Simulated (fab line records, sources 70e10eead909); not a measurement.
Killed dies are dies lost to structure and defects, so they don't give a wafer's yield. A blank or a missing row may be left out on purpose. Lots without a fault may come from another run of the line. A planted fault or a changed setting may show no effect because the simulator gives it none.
Chamber matching | flow nand_harc | NHARC_A_SGD_CUT_DEP_00 on pecvd-02: 3 sister chambers
The step deposits SiNx, target thk 50 nm. 3 wafers are shown with their chamber, then 8 later ones without.

WAFERS WITH THEIR CHAMBER
wafer  | chamber | heater_power_w (W)
L089.2 | 0       | 874
L089.3 | 2       | 814
L091.1 | 1       | 718

WAFERS WITHOUT THEIR CHAMBER
wafer  | heater_power_w (W)
L091.2 | 809
L091.5 | 735
L091.3 | 974
L091.4 | 985
L091.6 | 803
L095.1 | 903
L095.2 | 698
L095.5 | 690

WHICH CHAMBER EACH WENT THROUGH
wafer  | from the rows above          | in truth
L091.2 | can't be placed: 2 or 0 or 1 | 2
L091.5 | can't be placed: 1 or 2      | 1
L091.3 | can't be placed: 0 or 2      | 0
L091.4 | can't be placed: 0 or 2      | 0
L091.6 | can't be placed: 2 or 0 or 1 | 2
L095.1 | can't be placed: 0 or 2      | 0
L095.2 | can't be placed: 1 or 2      | 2
L095.5 | can't be placed: 1 or 2      | 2
Placed correctly: 0 of 8. Can't be placed from these rows: 8 (the true chamber is among the candidates in 8). Placed wrongly: 0.
How it was worked out, from the rows above alone: a wafer's distance from a chamber is the root of the sum, over the readings, of the square of ((its reading less the chamber's mean) divided by the reading's scatter). The wafer belongs to the nearest chamber; if the next one is less than 2 further off, it can't be placed. A chamber's mean is the mean of its shown wafers. The scatter: with one shown wafer a chamber, the root of the mean of the squares of how far each hidden wafer lies from its nearest shown one.
